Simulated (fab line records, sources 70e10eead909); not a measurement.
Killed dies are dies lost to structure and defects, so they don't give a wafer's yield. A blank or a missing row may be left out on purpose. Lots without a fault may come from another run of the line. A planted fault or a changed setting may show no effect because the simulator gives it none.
Which tool did it? | flow nand_harc | 12 lots, 36 wafers sampled, at 6 steps of a route of 1302

WHAT THE GAUGES READ, wafer by wafer
NHARC_A_CHANNEL_FILL_D1_THK_MEAS_06: measures by ellipsometry.
lot  | measured     | on            | thk_nm (nm)
L791 | day 10 06:17 | film_metro-01 | 5.4 4.0 5.7
L792 | day 10 18:14 | film_metro-02 | 5.6 4.1 3.7
L794 | day 11 14:12 | film_metro-02 | 5.5 4.8 3.4
L797 | day 12 20:59 | film_metro-02 | 7.4 4.8 5.3
L805 | day 16 07:44 | film_metro-02 | 4.5 4.2 4.8
L806 | day 16 10:47 | film_metro-01 | 4.4 3.5 6.3
L809 | day 17 12:08 | film_metro-01 | 6.2 5.7 4.8
L810 | day 18 02:07 | film_metro-02 | 4.2 4.2 6.7
L812 | day 18 23:40 | film_metro-02 | 4.4 6.2 6.1
L811 | day 19 05:43 | film_metro-01 | 5.1 5.1 4.5
L813 | day 19 11:47 | film_metro-01 | 4.4 5.5 5.4
L814 | day 20 06:05 | film_metro-02 | 6.7 4.2 6.7

NHARC_A_DECK1_JOINT_INSPECT_05.
lot  | measured     | on                | raw_defect_count
L791 | day 12 11:47 | defect_inspect-01 | 378 493 309
L792 | day 12 17:26 | defect_inspect-01 | 369 352 330
L794 | day 13 13:02 | defect_inspect-01 | 360 258 350
L797 | day 15 02:04 | defect_inspect-02 | 422 220 470
L805 | day 18 09:52 | defect_inspect-01 | 777 883 745
L806 | day 18 16:57 | defect_inspect-02 | 691 785 723
L809 | day 19 19:59 | defect_inspect-01 | 674 247 339
L810 | day 20 12:19 | defect_inspect-01 | 175 433 444
L812 | day 21 01:23 | defect_inspect-02 | 168 430 231
L811 | day 21 04:21 | defect_inspect-02 | 165 266 345
L813 | day 21 06:55 | defect_inspect-02 | 293 281 357
L814 | day 22 02:34 | defect_inspect-02 | 361 278 254

NHARC_A_ONON_D2_THK_MEAS_02: measures by ellipsometry.
lot  | measured     | on            | thk_nm (nm)
L791 | day 12 12:22 | film_metro-02 | 995 993 996
L792 | day 12 18:01 | film_metro-01 | 1000 997 999
L794 | day 13 13:37 | film_metro-02 | 977 974 977
L797 | day 15 02:38 | film_metro-02 | 993 994 992
L805 | day 18 10:27 | film_metro-01 | 991 989 990
L806 | day 18 17:31 | film_metro-02 | 997 996 995
L809 | day 19 20:34 | film_metro-02 | 996 995 995
L810 | day 20 12:54 | film_metro-01 | 997 999 998
L812 | day 21 01:58 | film_metro-01 | 1002 1003 1004
L811 | day 21 04:56 | film_metro-01 | 1012 1010 1009
L813 | day 21 07:29 | film_metro-01 | 1016 1013 1015
L814 | day 22 03:08 | film_metro-01 | 1000 1000 1000

NHARC_END_SORT_01.
lot  | measured     | on        | killed_at_array | killed_at_other | killed_at_periphery | killed_dies | killed_open | killed_short
L805 | day 30 21:41 | prober-01 | 134 126 137     | 1 2 0           | 11 7 4              | 146 135 141 | 4 5 2       | 2 2 1
L806 | day 30 21:44 | prober-02 | 113 125 121     | 0 0 1           | 13 10 9             | 126 135 131 | 2 2 3       | 2 4 7

WHICH TOOL RAN EACH LOT (tool, then ch and the chambers of the sampled wafers, then the start)
lot  | NHARC_A_CHANNEL_FILL_D1_STRIP_29              | NHARC_A_DECK1_JOINT_DEP_16
L791 | rie_diel-04 ch 0,1,3, day 12 11:28 or earlier | pecvd-03 ch 0,2, day 12 11:28
L792 | rie_diel-04 ch 1,3, day 12 17:07 or earlier   | pecvd-03 ch 0,1,2, day 12 17:07
L794 | rie_diel-06 ch 0,2,3, day 13 12:47 or earlier | pecvd-03 ch 1,2, day 13 12:47
L797 | rie_diel-01 ch 0,3, day 15 01:45 or earlier   | pecvd-02 ch 1,2, day 15 01:45
L805 | rie_diel-06 ch 1,2,3, day 18 09:34 or earlier | pecvd-03 ch 0,1, day 18 09:34
L806 | rie_diel-01 ch 0,2,3, day 18 16:41 or earlier | pecvd-03 ch 0,1,2, day 18 16:41
L809 | rie_diel-04 ch 1,2,3, day 19 19:42 or earlier | pecvd-02 ch 0,2, day 19 19:42
L810 | rie_diel-04 ch 2,3, day 18 07:56              | pecvd-04 ch 0,1, day 20 12:01
L812 | rie_diel-01 ch 0,2,3, day 21 01:10 or earlier | pecvd-04 ch 0,1,2, day 21 01:10
L811 | rie_diel-06 ch 1,2,3, day 21 04:02 or earlier | pecvd-03 ch 0,1,2, day 21 04:02
L813 | rie_diel-04 ch 0,1,2, day 21 06:36 or earlier | pecvd-04 ch 0,1, day 21 06:36
L814 | rie_diel-04 ch 0,1, day 22 02:17 or earlier   | pecvd-02 ch 1,2, day 22 02:17
- NHARC_A_CHANNEL_FILL_D1_STRIP_29: strips in O2, time 20 s.
- NHARC_A_DECK1_JOINT_DEP_16: deposits SiO2, target thk 45 nm.

WHAT THE TOOLS THEMSELVES READ (means of the sampled wafers that have a number; where no wafer has one, the mark that the record gives instead)
NHARC_A_CHANNEL_FILL_D1_STRIP_29.
lot  | tool        | drypump_motor_current_A (A) | oes_product_au (a.u.) | rf_vpp_V (V) | showerhead_plenum_p_Torr (Torr) | throttle_valve_pct (%)
L791 | rie_diel-04 | 5.7                         | 0.994                 | 58.2         | 3.56                            | 17.038
L792 | rie_diel-04 | 6.2                         | 0.994                 | 58.2         | 3.48                            | 17.038
L794 | rie_diel-06 | 5.9                         | 1.005                 | 57.6         | 3.50                            | 17.044
L797 | rie_diel-01 | 5.0                         | 1.001                 | 57.2         | 3.43                            | 17.035
L805 | rie_diel-06 | 5.8                         | 1.010                 | 56.9         | 3.49                            | 17.025
L806 | rie_diel-01 | 5.3                         | 1.002                 | 57.5         | 3.43                            | 17.042
L809 | rie_diel-04 | 5.9                         | 0.994                 | 57.3         | 3.51                            | 17.032
L810 | rie_diel-04 | 6.2                         | 0.989                 | 56.8         | 3.43                            | 17.039
L812 | rie_diel-01 | 5.4                         | 1.002                 | 57.0         | 3.42                            | 17.036
L811 | rie_diel-06 | 5.8                         | 1.004                 | 57.5         | 3.49                            | 17.042
L813 | rie_diel-04 | 5.4                         | 0.996                 | 58.5         | 3.58                            | 17.041
L814 | rie_diel-04 | 5.4                         | 1.003                 | 57.6         | 3.63                            | 17.038

NHARC_A_DECK1_JOINT_DEP_16.
lot  | tool     | chamber_pressure_Torr (Torr) | flow_sccm (sccm) | heater_power_w (W) | rf_fwd_power_W (W) | throttle_valve_pct (%)
L791 | pecvd-03 | 6.482                        | 2654             | 542                | 896.6              | 15.9
L792 | pecvd-03 | 6.488                        | 2653             | 521                | 898.1              | 15.6
L794 | pecvd-03 | 6.496                        | 2652             | 523                | 894.6              | 15.5
L797 | pecvd-02 | 6.512                        | 2653             | 522                | 896.1              | 15.9
L805 | pecvd-03 | 6.503                        | 2650             | 519                | 897.4              | 15.5
L806 | pecvd-03 | 6.504                        | 2649             | 569                | 900.2              | 15.6
L809 | pecvd-02 | 6.500                        | 2646             | 428                | 894.1              | 15.6
L810 | pecvd-04 | 6.508                        | 2655             | 556                | 896.3              | 15.9
L812 | pecvd-04 | 6.506                        | 2644             | 580                | 896.1              | 16.3
L811 | pecvd-03 | 6.488                        | 2650             | 598                | 895.6              | 15.9
L813 | pecvd-04 | 6.507                        | 2645             | 615                | 897.1              | 16.0
L814 | pecvd-02 | 6.511                        | 2653             | 453                | 896.7              | 15.6

THE ANSWER, worked out from the rows above alone
Rule: what is usual is taken from the lots themselves. Put in order of their means at a reading, lots are off if they are a third of the lots or fewer, leave a main group of 4 or more, and stand apart from it by a gap of 3 or more times the standard deviation of the main group's means; of several such gaps the widest counts. A main group whose means are all the same, to the digits that the tables above print for the reading, isn't used. A lot without any number at a reading at which 4 lots or more have one is off too. The other lots that the step has rows for count as sound. The gauges are gone through in route order, then the tools' own readings, and for those a lot's mean is taken as printed above. The first step at which some lot is off is used, and at that step the reading that is off furthest; a lot without a number counts as furthest.
Off: L805, L806, at NHARC_A_DECK1_JOINT_INSPECT_05 (raw_defect_count). The main group: mean 335, standard deviation 49.
A tool fits if, at a process step before that reading, it ran every lot that is off, and no sound lot after the first of them. The gauges at NHARC_A_DECK1_JOINT_INSPECT_05 are tried like those tools. NHARC_A_CHANNEL_FILL_D1_STRIP_29 gives no start for some lots, so the hours and the order of its lots are those of NHARC_A_DECK1_JOINT_DEP_16. None of those tried fits.

WHAT THE SIMULATOR HAD PUT IN
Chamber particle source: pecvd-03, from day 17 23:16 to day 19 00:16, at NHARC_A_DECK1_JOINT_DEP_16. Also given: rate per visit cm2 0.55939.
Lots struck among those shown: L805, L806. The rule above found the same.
